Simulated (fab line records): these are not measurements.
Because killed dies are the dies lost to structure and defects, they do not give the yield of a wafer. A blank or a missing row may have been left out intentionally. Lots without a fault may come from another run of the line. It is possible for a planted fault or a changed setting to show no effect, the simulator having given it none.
Matching of chambers + flow n5Finfet + N5_BEOL_M0_SAQP_DESCUM_19 on rieDiel-01: 4 sister chambers
The step chemistry O2, time 7.9 s. 7 wafers are shown with their chamber, then 7 later ones without.

WAFERS WITH THEIR CHAMBER
| wafer  | chamber | showerheadPlenumPTorr (Torr) | drypumpMotorCurrentA (A) |
|--------|---------|------------------------------|--------------------------|
| L075.3 | 2       | 2.05                         | 5.0                      |
| L082.2 | 3       | 2.03                         | 4.7                      |
| L088.1 | 1       | 2.01                         | 5.8                      |
| L088.4 | 2       | 2.04                         | 4.9                      |
| L088.5 | 0       | 2.18                         | 5.8                      |
| L090.3 | 0       | 2.18                         | 5.7                      |
| L090.4 | 1       | 2.01                         | 5.8                      |

WAFERS WITHOUT THEIR CHAMBER
| wafer  | showerheadPlenumPTorr (Torr) | drypumpMotorCurrentA (A) |
|--------|------------------------------|--------------------------|
| L090.6 | 2.01                         | 5.8                      |
| L092.1 | 2.04                         | 4.9                      |
| L092.2 | 2.03                         | 4.7                      |
| L092.3 | 2.18                         | 5.7                      |
| L096.3 | 2.00                         | 5.8                      |
| L096.4 | 2.17                         | 5.8                      |
| L096.6 | 2.02                         | 4.7                      |

WHICH CHAMBER EACH ONE RAN IN
| wafer  | from the rows above | in truth |
|--------|---------------------|----------|
| L090.6 | 1                   | 1        |
| L092.1 | 2                   | 2        |
| L092.2 | 3                   | 3        |
| L092.3 | 0                   | 0        |
| L096.3 | 1                   | 1        |
| L096.4 | 0                   | 0        |
| L096.6 | 3                   | 3        |
7 of 7 placed correctly. Number that these rows cannot place: 0. Number placed wrongly: 0.
How it was worked out, from the rows above alone: a wafer's distance from a chamber is the root of the sum, over the readings, of the square of ((its reading less the chamber's mean) divided by the reading's scatter). The wafer belongs to the nearest chamber; if the next one is less than 2 further off, it can't be placed. A chamber's mean is the mean of its shown wafers. The scatter: take each reading less its chamber's mean, square it, sum over the shown wafers, divide by the number of wafers less the number of chambers, and take the root.
